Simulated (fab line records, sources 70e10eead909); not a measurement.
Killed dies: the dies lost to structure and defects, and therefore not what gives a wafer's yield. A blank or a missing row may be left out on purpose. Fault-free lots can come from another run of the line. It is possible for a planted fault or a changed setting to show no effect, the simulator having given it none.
A struck lot beside a sound one | flow nand harc | 14 out of 1159 route steps
Sound: the wafers L448.1, L448.5, L448.6. Struck: wafer L455.3 (left out: L455.4, a lot-mate that was not struck); the cause follows at the end.
Order at every step that has rows: each side's tool, ch and its chambers, its first start. Under that, the readings that differ: sound wafers | struck wafers | difference of the means | sigmas: that difference in standard deviations of wafers without a fault.
alike: a reading whose means differ by less than 2 such deviations, as well as words and numbers matching on both sides. not compared: withheld readings; readings where some wafer has no value; bounds like >300 that might hide an equal value; numbers whose values overlap and for which the record gives no deviation.
A row with sigmas, a row that says differs or no value, or rows on one side alone: a step with any of these is where the two part. When numbers do not overlap yet have no deviation, they are printed without sigmas and do not part them. A reading that every wafer of one side lacks parts them only if that side has two wafers or more.

first, 2 steps without rows for these wafers: NHARC_A_SOURCE_PLATE_CVD_03 (deposits poly-Si, target thk 200 nm, time 4000 s); NHARC_A_SOURCE_PLATE_ANNEAL_05 (time 1800 s).
NHARC_A_SOURCE_PLATE_THK_MEAS_06: measures by ellipsometry.
  sound on film metro-02 at day 7 19:08; struck on film metro-01 at day 9 09:45
  alike: thk nm
NHARC_A_SOURCE_PLATE_INSPECT_08:
  sound on defect inspect-01 at day 7 19:13; struck on defect inspect-01 at day 9 09:49
  alike: raw defect count
after that, 1 step with no rows for these wafers: NHARC_A_ONON_D1_DEP_00 (target thk 1000 nm).
NHARC_A_ONON_D1_THK_MEAS_02: measures by ellipsometry.
  sound on film metro-01 at day 7 19:47; struck on film metro-02 at day 9 10:23
  alike: thk nm
after that, 1 step with no rows for these wafers: NHARC_A_ONON_D1_DEP_03 (target thk 1000 nm).
NHARC_A_ONON_D1_THK_MEAS_05: measures by ellipsometry.
  sound on film metro-01 at day 7 20:21; struck on film metro-02 at day 9 10:58
  alike: thk nm
after that, 1 step with no rows for these wafers: NHARC_A_ONON_D1_DEP_06 (target thk 1000 nm).
NHARC_A_ONON_D1_THK_MEAS_08: measures by ellipsometry.
  sound on film metro-02 at day 7 20:55; struck on film metro-02 at day 9 11:47
  alike: thk nm
NHARC_A_ONON_D1_DEP_09: target thk 1000 nm.
  sound on pecvd onon-01 ch 0, day 7 20:58; struck on pecvd onon-04 ch 0, day 9 12:06
NHARC_A_ONON_D1_THK_MEAS_11: measures by ellipsometry.
  sound on film metro-01 at day 7 21:29; struck on film metro-02 at day 9 12:30
  reading     | sound       | struck | difference | sigmas
  thk nm (nm) | 998 998 998 | 1412   | +414       | +45
after that, 1 step with no rows for these wafers: NHARC_A_ONON_D1_DEP_12 (target thk 1000 nm).
-- the record jumps here: 12 days lie between the struck wafers' starts before and after (it left off in module A_ONON_D1 and takes up again in module END, whose first step shown is number 1159 of the route) --
NHARC_END_SORT_01:
  at this point the record logs the struck wafers (prober-01 ch 0, day 21 05:31) and has no rows for the sound ones

== WHERE THEY PART ==
At NHARC_A_ONON_D1_THK_MEAS_11 first; at NHARC_END_SORT_01 last (within this record only).

WHY: whatever the simulator had introduced
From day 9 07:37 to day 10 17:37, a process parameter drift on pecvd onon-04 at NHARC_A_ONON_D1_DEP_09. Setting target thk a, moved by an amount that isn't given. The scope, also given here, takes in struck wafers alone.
